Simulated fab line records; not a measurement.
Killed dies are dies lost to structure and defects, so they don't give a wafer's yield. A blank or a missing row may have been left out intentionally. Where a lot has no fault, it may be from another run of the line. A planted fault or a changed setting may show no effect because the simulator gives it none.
Which tool was responsible? :: flow n5_finfet :: 9 lots with 26 wafers sampled at 5 steps, on a route of 1938 steps

WHAT THE GAUGES SHOWED, per wafer
N5_BEOL_M0_SAQP_CD_MEAS_29: the cd target is 14.4 nm. Usual: cd_nm at 15.04 nm, with a standard deviation of 0.22.
lot: L218
measured: day 5 19:56
on: cd_sem-02
cd_nm (nm): 14.77 14.80 15.21
flag: 

lot: L221
measured: day 6 13:52
on: cd_sem-02
cd_nm (nm): 15.15 15.03 14.76
flag: 

lot: L225
measured: day 7 19:47
on: cd_sem-02
cd_nm (nm): 14.63 14.92
flag: 

lot: L226
measured: day 8 00:05
on: cd_sem-01
cd_nm (nm): 14.96 15.16 15.02
flag: 

lot: L235
measured: day 10 01:10
on: cd_sem-03
cd_nm (nm): 15.00 14.62 15.16
flag: 

lot: L237
measured: day 10 12:43
on: cd_sem-02
cd_nm (nm): 14.88 14.69 14.98
flag: 

lot: L238
measured: day 11 00:01
on: cd_sem-02
cd_nm (nm): 15.29 15.04 14.89
flag: 

lot: L239
measured: day 11 05:59
on: cd_sem-03
cd_nm (nm): 15.35 14.89 14.85
flag: 

lot: L240
measured: day 11 14:07
on: cd_sem-01
cd_nm (nm): 15.50 15.51 15.34
flag: 

N5_BEOL_M4_RC_MEAS_101. Usual: DIBL_N 36.4 mV/V, standard deviation 1.4; DIBL_P 36.3 mV/V, standard deviation 1.8; IOFF_N 0.163 nA/um, standard deviation 0.024; IOFF_P 0.21 nA/um, standard deviation 0.034; ION_N 673 uA/um, standard deviation 11; ION_P 461 uA/um, standard deviation 7.4; SS_N 71.6 mV/dec, standard deviation 0.52; SS_P 73.3 mV/dec, standard deviation 0.58; VT_N 249.4 mV, standard deviation 2.5; VT_P -250 mV, standard deviation 3.5.
lot: L218
measured: day 8 02:40
on: prober-02
DIBL_N (mV/V): 37.2 36.7 37.6
DIBL_P (mV/V): 37.1 37.9 37.5
IOFF_N (nA/um): 0.176 0.180 0.190
IOFF_P (nA/um): 0.21 0.23 0.22
ION_N (uA/um): 668 684 673
ION_P (uA/um): 451 467 456
SS_N (mV/dec): 71.9 71.8 71.6
SS_P (mV/dec): 73.0 73.3 72.7
VT_N (mV): 248.3 248.2 248.1
VT_P (mV): -249 -249 -249
flag: 

lot: L221
measured: day 9 00:22
on: prober-02
DIBL_N (mV/V): 34.6 36.9 37.7
DIBL_P (mV/V): 33.8 36.4 38.1
IOFF_N (nA/um): 0.118 0.154 0.176
IOFF_P (nA/um): 0.20 0.25 0.27
ION_N (uA/um): 651 661 682
ION_P (uA/um): 458 462 477
SS_N (mV/dec): 70.6 72.2 72.1
SS_P (mV/dec): 72.5 72.9 74.1
VT_N (mV): 254.1 247.8 249.6
VT_P (mV): -248 -247 -243
flag: 

lot: L225
measured: day 9 20:17
on: prober-02
DIBL_N (mV/V): 35.1 36.0
DIBL_P (mV/V): 36.5 36.8
IOFF_N (nA/um): 0.148 0.169
IOFF_P (nA/um): 0.23 0.23
ION_N (uA/um): 663 665
ION_P (uA/um): 463 461
SS_N (mV/dec): 71.6 72.1
SS_P (mV/dec): 73.5 73.5
VT_N (mV): 250.2 248.2
VT_P (mV): -251 -247
flag: 

lot: L226
measured: day 10 09:15
on: prober-01
DIBL_N (mV/V): 36.0 34.4 35.0
DIBL_P (mV/V): 35.9 34.8 34.5
IOFF_N (nA/um): 0.159 0.137 0.145
IOFF_P (nA/um): 0.20 0.18 0.18
ION_N (uA/um): 652 651 659
ION_P (uA/um): 450 451 446
SS_N (mV/dec): 72.2 70.9 71.7
SS_P (mV/dec): 73.1 72.5 73.3
VT_N (mV): 250.4 252.9 254.1
VT_P (mV): -250 -254 -253
flag: 

lot: L235
measured: day 11 22:14
on: prober-01
DIBL_N (mV/V): 35.6 35.3 37.2
DIBL_P (mV/V): 34.6 34.4 37.2
IOFF_N (nA/um): 0.142 0.139 0.175
IOFF_P (nA/um): 0.17 0.17 0.21
ION_N (uA/um): 658 671 675
ION_P (uA/um): 449 454 463
SS_N (mV/dec): 71.2 71.2 71.5
SS_P (mV/dec): 72.6 72.4 73.6
VT_N (mV): 251.1 253.0 246.6
VT_P (mV): -254 -258 -252
flag: 

lot: L237
measured: day 12 22:25
on: prober-01
DIBL_N (mV/V): 39.8 38.6 38.2
DIBL_P (mV/V): 39.1 37.8 37.4
IOFF_N (nA/um): 0.201 0.186 0.171
IOFF_P (nA/um): 0.26 0.25 0.23
ION_N (uA/um): 667 684 666
ION_P (uA/um): 458 467 463
SS_N (mV/dec): 71.8 71.5 71.7
SS_P (mV/dec): 74.0 73.6 73.3
VT_N (mV): 250.8 249.1 248.9
VT_P (mV): -245 -245 -247
flag: 

lot: L238
measured: day 13 15:14
on: prober-02
DIBL_N (mV/V): 35.1 36.0 35.1
DIBL_P (mV/V): 34.8 35.2 35.0
IOFF_N (nA/um): 0.137 0.146 0.142
IOFF_P (nA/um): 0.19 0.20 0.20
ION_N (uA/um): 665 666 662
ION_P (uA/um): 460 455 456
SS_N (mV/dec): 70.9 71.1 70.9
SS_P (mV/dec): 73.0 72.9 72.6
VT_N (mV): 250.8 251.1 248.0
VT_P (mV): -250 -250 -248
flag: 

lot: L239
measured: day 13 12:08
on: prober-02
DIBL_N (mV/V): 35.3 34.5 35.9
DIBL_P (mV/V): 31.4 30.9 32.4
IOFF_N (nA/um): 0.130 0.117 0.137
IOFF_P (nA/um): 0.15 0.14 0.16
ION_N (uA/um): 674 669 660
ION_P (uA/um): 453 450 446
SS_N (mV/dec): 71.3 70.8 70.6
SS_P (mV/dec): 72.9 72.6 72.0
VT_N (mV): 250.6 251.5 250.8
VT_P (mV): -258 -257 -255
flag: 

lot: L240
measured: day 13 18:05
on: prober-01
DIBL_N (mV/V): 37.4 40.3 36.6
DIBL_P (mV/V): 35.5 38.7 33.9
IOFF_N (nA/um): 0.158 0.217 0.146
IOFF_P (nA/um): 0.23 0.30 0.22
ION_N (uA/um): 674 691 656
ION_P (uA/um): 466 465 458
SS_N (mV/dec): 71.0 72.4 71.6
SS_P (mV/dec): 73.2 73.9 72.1
VT_N (mV): 249.3 245.3 254.2
VT_P (mV): -247 -242 -247
flag: 

TOOL THAT RAN EACH LOT (tool first, then ch and the chambers of the sampled wafers, then the start)
lot: L218
N5_BEOL_M0_SAQP_ETCH_73: rie_diel-01 ch 0,2,3, day 5 20:27
N5_BEOL_M0_SAQP_ALD_48: ald_sin-02 ch 0,2,3, day 5 20:41
N5_BEOL_M0_SAQP_STRIP_75: rie_diel-05 ch 1,2,3, day 5 21:22

lot: L221
N5_BEOL_M0_SAQP_ETCH_73: rie_diel-02 ch 0,1,3, day 6 18:58
N5_BEOL_M0_SAQP_ALD_48: ald_sin-04 ch 2,3, day 6 19:13
N5_BEOL_M0_SAQP_STRIP_75: rie_diel-01 ch 0,1, day 6 19:51

lot: L225
N5_BEOL_M0_SAQP_ETCH_73: rie_diel-05 ch 0,3, day 7 20:16
N5_BEOL_M0_SAQP_ALD_48: ald_sin-03 ch 1,3, day 7 21:13
N5_BEOL_M0_SAQP_STRIP_75: rie_diel-05 ch 2,3, day 7 21:51

lot: L226
N5_BEOL_M0_SAQP_ETCH_73: rie_diel-02 ch 0,2, day 8 00:34
N5_BEOL_M0_SAQP_ALD_48: ald_sin-03 ch 0,1,2, day 8 00:48
N5_BEOL_M0_SAQP_STRIP_75: rie_diel-02 ch 0,2,3, day 8 01:25

lot: L235
N5_BEOL_M0_SAQP_ETCH_73: rie_diel-05 ch 1,2,3, day 10 01:58
N5_BEOL_M0_SAQP_ALD_48: ald_sin-04 ch 1,2,3, day 10 02:12
N5_BEOL_M0_SAQP_STRIP_75: rie_diel-02 ch 0,2,3, day 10 02:59

lot: L237
N5_BEOL_M0_SAQP_ETCH_73: rie_diel-05 ch 1,3, day 10 13:23
N5_BEOL_M0_SAQP_ALD_48: ald_sin-02 ch 1,2,3, day 10 13:37
N5_BEOL_M0_SAQP_STRIP_75: rie_diel-05 ch 0,2, day 10 14:14

lot: L238
N5_BEOL_M0_SAQP_ETCH_73: rie_diel-05 ch 0,3, day 11 00:29
N5_BEOL_M0_SAQP_ALD_48: ald_sin-03 ch 0,1,3, day 11 00:43
N5_BEOL_M0_SAQP_STRIP_75: rie_diel-01 ch 0,2,3, day 11 01:21

lot: L239
N5_BEOL_M0_SAQP_ETCH_73: rie_diel-01 ch 0,2,3, day 11 06:36
N5_BEOL_M0_SAQP_ALD_48: ald_sin-02 ch 1,2,3, day 11 06:51
N5_BEOL_M0_SAQP_STRIP_75: rie_diel-05 ch 0,1,2, day 11 07:28

lot: L240
N5_BEOL_M0_SAQP_ETCH_73: rie_diel-02 ch 0,2,3, day 11 14:43
N5_BEOL_M0_SAQP_ALD_48: ald_sin-02 ch 0,2,3, day 11 14:56
N5_BEOL_M0_SAQP_STRIP_75: rie_diel-01 ch 2,3, day 11 15:34
- N5_BEOL_M0_SAQP_ETCH_73: etches SiARC in CF4, target depth 19.5 nm, time 32.5 s.
- N5_BEOL_M0_SAQP_ALD_48: deposits SiO2, target thk 20 nm, pulse time 1 s, co reactant pulse time 1 s.
- N5_BEOL_M0_SAQP_STRIP_75: strips in CF4.

AS READ BY THE TOOLS THEMSELVES (means over the sampled wafers that have a number; for cases with no such wafer, the mark the record gives instead)
N5_BEOL_M0_SAQP_ETCH_73. Usual: for drypump_motor_current_A, 5.9 A with a standard deviation of 0.32; for etch_rf_on_time_s, 32.5 s with a standard deviation of 0.58; for mfc_ar_sccm, 100.0 sccm with a standard deviation of 0.3; for oes_product_au, 0.65 a.u. with a standard deviation of 0.07; for rf_vpp_V, 184.4 V with a standard deviation of 0.92; for showerhead_plenum_p_Torr, 2.16 Torr with a standard deviation of 0.039; for throttle_valve_pct, 15.64 % with a standard deviation of 0.2.
lot: L218
tool: rie_diel-01
drypump_motor_current_A (A): 5.9
etch_rf_on_time_s (s): 32.8
mfc_ar_sccm (sccm): 100.4
oes_product_au (a.u.): 0.62
rf_vpp_V (V): 183.6
showerhead_plenum_p_Torr (Torr): 2.17
throttle_valve_pct (%): 15.76
flag: 

lot: L221
tool: rie_diel-02
drypump_motor_current_A (A): 5.8
etch_rf_on_time_s (s): 32.2
mfc_ar_sccm (sccm): 99.9
oes_product_au (a.u.): 0.67
rf_vpp_V (V): 184.7
showerhead_plenum_p_Torr (Torr): 2.15
throttle_valve_pct (%): 15.59
flag: 

lot: L225
tool: rie_diel-05
drypump_motor_current_A (A): 6.0
etch_rf_on_time_s (s): 31.9
mfc_ar_sccm (sccm): 100.1
oes_product_au (a.u.): 0.69
rf_vpp_V (V): 184.9
showerhead_plenum_p_Torr (Torr): 2.19
throttle_valve_pct (%): 15.63
flag: 

lot: L226
tool: rie_diel-02
drypump_motor_current_A (A): 6.0
etch_rf_on_time_s (s): 31.4
mfc_ar_sccm (sccm): 99.9
oes_product_au (a.u.): 0.80
rf_vpp_V (V): 184.9
showerhead_plenum_p_Torr (Torr): 2.18
throttle_valve_pct (%): 15.55
flag: 

lot: L235
tool: rie_diel-05
drypump_motor_current_A (A): 5.8
etch_rf_on_time_s (s): 32.5
mfc_ar_sccm (sccm): 100.0
oes_product_au (a.u.): 0.68
rf_vpp_V (V): 184.8
showerhead_plenum_p_Torr (Torr): 2.18
throttle_valve_pct (%): 15.46
flag: 

lot: L237
tool: rie_diel-05
drypump_motor_current_A (A): 5.9
etch_rf_on_time_s (s): 32.6
mfc_ar_sccm (sccm): 100.1
oes_product_au (a.u.): 0.69
rf_vpp_V (V): 184.9
showerhead_plenum_p_Torr (Torr): 2.18
throttle_valve_pct (%): 15.40
flag: 

lot: L238
tool: rie_diel-05
drypump_motor_current_A (A): 6.0
etch_rf_on_time_s (s): 32.4
mfc_ar_sccm (sccm): 100.1
oes_product_au (a.u.): 0.68
rf_vpp_V (V): 185.2
showerhead_plenum_p_Torr (Torr): 2.18
throttle_valve_pct (%): 15.69
flag: 

lot: L239
tool: rie_diel-01
drypump_motor_current_A (A): 5.9
etch_rf_on_time_s (s): 32.8
mfc_ar_sccm (sccm): 99.9
oes_product_au (a.u.): 0.68
rf_vpp_V (V): 183.1
showerhead_plenum_p_Torr (Torr): 2.15
throttle_valve_pct (%): 15.67
flag: 

lot: L240
tool: rie_diel-02
drypump_motor_current_A (A): 5.8
etch_rf_on_time_s (s): 31.8
mfc_ar_sccm (sccm): 100.0
oes_product_au (a.u.): 0.70
rf_vpp_V (V): 184.8
showerhead_plenum_p_Torr (Torr): 2.16
throttle_valve_pct (%): 15.56
flag: 

N5_BEOL_M0_SAQP_ALD_48. Usual: heater_power_w 79 W, standard deviation 7.3; precursor_pulse_height_rel 0.999, standard deviation 0.021.
lot: L218
tool: ald_sin-02
heater_power_w (W): 81
precursor_pulse_height_rel: 0.999
flag: 

lot: L221
tool: ald_sin-04
heater_power_w (W): 80
precursor_pulse_height_rel: 1.000
flag: 

lot: L225
tool: ald_sin-03
heater_power_w (W): 76
precursor_pulse_height_rel: 0.986
flag: 

lot: L226
tool: ald_sin-03
heater_power_w (W): 83
precursor_pulse_height_rel: 1.017
flag: 

lot: L235
tool: ald_sin-04
heater_power_w (W): 77
precursor_pulse_height_rel: 0.993
flag: 

lot: L237
tool: ald_sin-02
heater_power_w (W): 81
precursor_pulse_height_rel: 1.016
flag: 

lot: L238
tool: ald_sin-03
heater_power_w (W): 77
precursor_pulse_height_rel: 1.001
flag: 

lot: L239
tool: ald_sin-02
heater_power_w (W): 80
precursor_pulse_height_rel: 0.990
flag: 

lot: L240
tool: ald_sin-02
heater_power_w (W): 81
precursor_pulse_height_rel: 0.979
flag: 

N5_BEOL_M0_SAQP_STRIP_75. Usual: drypump_motor_current_A 5.9 A, standard deviation 0.33; oes_product_au 0.182 a.u., standard deviation 0.02; power_w 300.0 W, standard deviation 0.82; rf_vpp_V 271.6 V, standard deviation 1.1; showerhead_plenum_p_Torr 1.814 Torr, standard deviation 0.027; throttle_valve_pct 13.57 %, standard deviation 0.23.
lot: L218
tool: rie_diel-05
drypump_motor_current_A (A): 5.8
oes_product_au (a.u.): 0.193
power_w (W): 300.1
rf_vpp_V (V): 272.1
showerhead_plenum_p_Torr (Torr): 1.829
throttle_valve_pct (%): 13.38
flag: 

lot: L221
tool: rie_diel-01
drypump_motor_current_A (A): 6.2
oes_product_au (a.u.): 0.160
power_w (W): 298.8
rf_vpp_V (V): 271.8
showerhead_plenum_p_Torr (Torr): 1.823
throttle_valve_pct (%): 13.63
flag: 

lot: L225
tool: rie_diel-05
drypump_motor_current_A (A): 5.8
oes_product_au (a.u.): 0.181
power_w (W): 300.8
rf_vpp_V (V): 271.1
showerhead_plenum_p_Torr (Torr): 1.824
throttle_valve_pct (%): 13.50
flag: 

lot: L226
tool: rie_diel-02
drypump_motor_current_A (A): 5.8
oes_product_au (a.u.): 0.191
power_w (W): 300.4
rf_vpp_V (V): 271.6
showerhead_plenum_p_Torr (Torr): 1.817
throttle_valve_pct (%): 13.47
flag: 

lot: L235
tool: rie_diel-02
drypump_motor_current_A (A): 5.8
oes_product_au (a.u.): 0.183
power_w (W): 300.1
rf_vpp_V (V): 272.4
showerhead_plenum_p_Torr (Torr): 1.813
throttle_valve_pct (%): 13.50
flag: 

lot: L237
tool: rie_diel-05
drypump_motor_current_A (A): 5.7
oes_product_au (a.u.): 0.187
power_w (W): 299.8
rf_vpp_V (V): 272.0
showerhead_plenum_p_Torr (Torr): 1.812
throttle_valve_pct (%): 13.50
flag: 

lot: L238
tool: rie_diel-01
drypump_motor_current_A (A): 5.9
oes_product_au (a.u.): 0.179
power_w (W): 299.5
rf_vpp_V (V): 271.6
showerhead_plenum_p_Torr (Torr): 1.808
throttle_valve_pct (%): 13.65
flag: 

lot: L239
tool: rie_diel-05
drypump_motor_current_A (A): 5.8
oes_product_au (a.u.): 0.190
power_w (W): 299.6
rf_vpp_V (V): 271.7
showerhead_plenum_p_Torr (Torr): 1.816
throttle_valve_pct (%): 13.45
flag: 

lot: L240
tool: rie_diel-01
drypump_motor_current_A (A): 5.6
oes_product_au (a.u.): 0.158
power_w (W): 300.0
rf_vpp_V (V): 271.5
showerhead_plenum_p_Torr (Torr): 1.811
throttle_valve_pct (%): 13.98
flag: 

THE ANSWER, worked out from the rows above alone
Rule: lot off if the mean of its wafers having a number is beyond 3 standard deviations from the usual mean. A lot without any number at a reading at which 4 lots or more have one is off too. Where the step has rows for the other lots, those lots are counted as sound. Order of review: gauges by route order, followed by the tools' own readings, for which a lot's mean as printed above is used. The first step at which some lot is off is used, and at that step the reading that is off furthest; a lot without a number counts as furthest.
Nothing can be told from this: no lot is off at any reading shown.

WHAT HAD BEEN PUT IN BY THE SIMULATOR
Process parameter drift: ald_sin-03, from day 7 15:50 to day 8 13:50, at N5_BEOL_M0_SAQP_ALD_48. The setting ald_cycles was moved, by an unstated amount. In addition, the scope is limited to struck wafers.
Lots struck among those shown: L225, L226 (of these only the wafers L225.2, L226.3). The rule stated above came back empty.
